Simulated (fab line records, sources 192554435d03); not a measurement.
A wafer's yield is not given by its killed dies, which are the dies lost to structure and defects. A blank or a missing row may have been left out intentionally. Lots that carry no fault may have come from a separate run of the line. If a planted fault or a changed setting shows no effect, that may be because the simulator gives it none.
Which tool did it? ; flow n5 finfet ; 19 lots, 57 wafers sampled, at 3 steps of a route of 1938

WHAT THE GAUGES SHOWED, per wafer
N5_BEOL_M9_OVL_MEAS_29. Usual: V8_OVL gives 0.2 nm (standard deviation 0.77).
lot;measured;on;V8_OVL (nm);flag
L074;day 9 11:59;overlay-01;-0.4 0.7 0.0;
L075;day 10 02:16;overlay-02;0.0 -0.5 0.1;
L076;day 10 10:12;overlay-02;0.6 0.1 0.7;
L079;day 10 19:31;overlay-02;0.9 -0.9 1.6;
L080;day 11 02:28;overlay-02;1.1 1.2 0.4;
L082;day 11 13:25;overlay-02;0.4 -1.0 0.6;
L081;day 11 17:46;overlay-01;-0.7 -0.1 0.3;
L083;day 11 17:56;overlay-01;1.0 -0.7 -0.8;
L084;day 11 20:24;overlay-01;-0.6 1.6 0.3;
L085;day 12 10:19;overlay-01;-0.2 -0.6 -0.6;
L087;day 12 19:13;overlay-02;0.0 0.8 0.2;
L086;day 12 19:39;overlay-02;-0.5 -0.1 -1.0;
L090;day 13 19:51;overlay-02;1.7 0.1 1.2;
L091;day 13 23:27;overlay-02;0.4 1.1 0.3;
L093;day 14 03:44;overlay-02;-0.3 -0.2 -0.8;
L094;day 14 16:28;overlay-01;-0.6 -1.0 0.6;
L095;day 14 19:55;overlay-01;1.8 0.9 2.2;
L097;day 15 05:19;overlay-01;-0.6 -1.0 -0.9;
L096;day 15 12:01;overlay-01;-0.8 -1.2 -1.0;

WHAT TOOL EACH LOT RAN ON (gives the tool, then ch and the chambers of the sampled wafers, and finally the start)
lot;N5_BEOL_M8_ETCH_65;N5_BEOL_M9_ETCH_62
L074;rie diel-02 ch 0,2,3, day 9 03:56;rie diel-03 ch 0,1,3, day 9 10:48
L075;rie diel-01 ch 1,2,3, day 9 18:11;rie diel-05 ch 0,2,3, day 9 23:53
L076;rie diel-01 ch 0,3, day 9 20:42;rie diel-06 ch 2,3, day 10 07:58
L079;rie diel-02 ch 0,1,2, day 10 12:22;rie diel-03 ch 0,1,2, day 10 18:44
L080;rie diel-02 ch 1,2,3, day 10 17:46;rie diel-05 ch 0,2,3, day 11 00:04
L082;rie diel-04 ch 0,2, day 11 05:05;rie diel-06 ch 0,2,3, day 11 11:21
L081;rie diel-01 ch 0,1,2, day 11 06:48;rie diel-06 ch 0,1,3, day 11 14:56
L083;rie diel-02 ch 0,1, day 11 08:22;rie diel-05 ch 0,3, day 11 15:05
L084;rie diel-02 ch 0,1,3, day 11 13:40;rie diel-05 ch 0,1,3, day 11 19:26
L085;rie diel-01 ch 0,2,3, day 12 02:16;rie diel-05 ch 0,2,3, day 12 08:10
L087;rie diel-02 ch 1,2,3, day 12 11:14;rie diel-05 ch 0,3, day 12 18:29
L086;rie diel-04 ch 0,1,3, day 12 11:21;rie diel-03 ch 1,2,3, day 12 18:37
L090;rie diel-04 ch 1,2,3, day 13 13:44;rie diel-03 ch 2,3, day 13 19:01
L091;rie diel-01 ch 0,1,2, day 13 16:35;rie diel-05 ch 0,3, day 13 21:14
L093;rie diel-04 ch 0,1, day 13 20:17;rie diel-06 ch 0,3, day 14 02:54
L094;rie diel-02 ch 0,1,3, day 14 07:32;rie diel-05 ch 1,2,3, day 14 15:12
L095;rie diel-02 ch 1,3, day 14 11:20;rie diel-06 ch 0,1, day 14 18:02
L097;rie diel-01 ch 1,3, day 14 23:10;rie diel-03 ch 1,3, day 15 04:27
L096;rie diel-02 ch 0,2,3, day 15 04:32;rie diel-05 ch 0,2, day 15 10:22
- N5_BEOL_M8_ETCH_65: etches SiARC in CF4, target depth 15.6 nm, time 26 s.
- N5_BEOL_M9_ETCH_62: etches SOC in N2/H2, target depth 110 nm, overetch 22 nm, time 165 s.

AS READ BY THE TOOLS THEMSELVES (means over the sampled wafers that have a number; for cases with no such wafer, the mark the record gives instead)
N5_BEOL_M8_ETCH_65. Usual: drypump motor current A 5.5 A, standard deviation 0.45; etch rf on time s 25.8 s, standard deviation 0.43; oes product au 0.68 a.u., standard deviation 0.068; rf vpp V 184.0 V, standard deviation 1.1; showerhead plenum p Torr 2.14 Torr, standard deviation 0.065; throttle valve pct 15.73 %, standard deviation 0.26.
lot;tool;drypump motor current A (A);etch rf on time s (s);oes product au (a.u.);rf vpp V (V);showerhead plenum p Torr (Torr);throttle valve pct (%);flag
L074;rie diel-02;5.2;26.4;0.63;182.9;2.10;15.86;
L075;rie diel-01;5.9;25.2;0.71;184.9;2.19;15.67;
L076;rie diel-01;6.1;25.6;0.73;185.0;2.22;15.75;
L079;rie diel-02;5.3;26.3;0.66;183.8;2.09;15.77;
L080;rie diel-02;5.1;25.9;0.66;183.2;2.09;15.68;
L082;rie diel-04;5.6;25.5;0.75;184.8;2.17;15.76;
L081;rie diel-01;5.8;25.7;0.72;184.8;2.17;15.52;
L083;rie diel-02;5.5;26.2;0.66;183.2;2.12;15.77;
L084;rie diel-02;5.3;26.2;0.66;183.7;2.12;15.69;
L085;rie diel-01;5.9;25.4;0.73;185.5;2.22;15.55;
L087;rie diel-02;5.1;26.2;0.65;183.1;2.09;15.71;
L086;rie diel-04;5.2;25.4;0.73;183.7;2.14;15.66;
L090;rie diel-04;5.3;25.6;0.72;184.7;2.14;15.69;
L091;rie diel-01;5.9;25.3;0.71;184.3;2.16;15.56;
L093;rie diel-04;5.0;25.7;0.76;183.4;2.13;15.59;
L094;rie diel-02;5.3;26.2;0.64;183.3;2.11;15.74;
L095;rie diel-02;5.0;26.3;0.64;183.9;2.11;15.66;
L097;rie diel-01;6.1;25.8;0.64;185.4;2.16;16.01;
L096;rie diel-02;5.2;26.6;0.59;183.4;2.09;15.96;

N5_BEOL_M9_ETCH_62. Usual: value, then standard deviation, for each; drypump motor current A 5.5 A / 0.42; h2 flow sccm 200.1 sccm / 0.56; oes product au 0.67 a.u. / 0.072; rf vpp V 524.4 V / 2.4; showerhead plenum p Torr 2.57 Torr / 0.083; temp c 40.01 C / 0.11; throttle valve pct 17.78 % / 0.24.
lot;tool;drypump motor current A (A);h2 flow sccm (sccm);oes product au (a.u.);rf vpp V (V);showerhead plenum p Torr (Torr);temp c (C);throttle valve pct (%);flag
L074;rie diel-03;5.2;200.0;0.64;525.5;2.61;40.02;17.80;
L075;rie diel-05;5.6;200.2;0.61;524.3;2.56;40.00;17.84;
L076;rie diel-06;6.4;200.6;0.69;523.8;2.54;39.97;17.79;
L079;rie diel-03;5.1;199.9;0.66;524.3;2.58;40.07;17.69;
L080;rie diel-05;5.6;200.4;0.69;524.6;2.55;40.00;17.73;
L082;rie diel-06;6.0;200.4;0.65;522.4;2.48;40.03;17.95;
L081;rie diel-06;5.9;199.3;0.68;522.4;2.53;40.01;17.84;
L083;rie diel-05;5.4;199.9;0.62;526.6;2.60;39.93;17.70;
L084;rie diel-05;5.4;199.9;0.67;526.4;2.62;40.03;17.73;
L085;rie diel-05;5.6;200.5;0.68;523.5;2.55;40.03;17.74;
L087;rie diel-05;5.3;200.2;0.62;523.4;2.56;39.98;17.63;
L086;rie diel-03;5.0;200.6;0.68;523.1;2.55;40.01;17.62;
L090;rie diel-03;4.9;200.6;0.72;523.2;2.50;40.05;17.41;
L091;rie diel-05;5.3;200.5;0.62;524.8;2.56;39.97;17.65;
L093;rie diel-06;6.4;200.3;0.67;523.0;2.52;39.84;17.73;
L094;rie diel-05;5.7;199.8;0.69;524.8;2.60;39.94;17.86;
L095;rie diel-06;5.4;199.3;0.65;523.1;2.52;40.03;18.01;
L097;rie diel-03;5.2;199.9;0.61;524.5;2.59;39.91;17.86;
L096;rie diel-05;5.5;199.8;0.66;522.2;2.51;40.08;17.70;

THE ANSWER, worked out from the rows above alone
Rule: take the mean of a lot's wafers that have a number; if it is more than 3 standard deviations from the usual mean, the lot is off. A lot without any number at a reading at which 4 lots or more have one is off too. The other lots that the step has rows for count as sound. Order of review: gauges by route order, followed by the tools' own readings, for which a lot's mean as printed above is used. At the first step where some lot is off, the reading lying furthest off is the one used; lots without a number count as furthest.
No lot is off on any of the readings shown, so nothing can be concluded from this.

WHAT THE SIMULATOR HAD PUT IN
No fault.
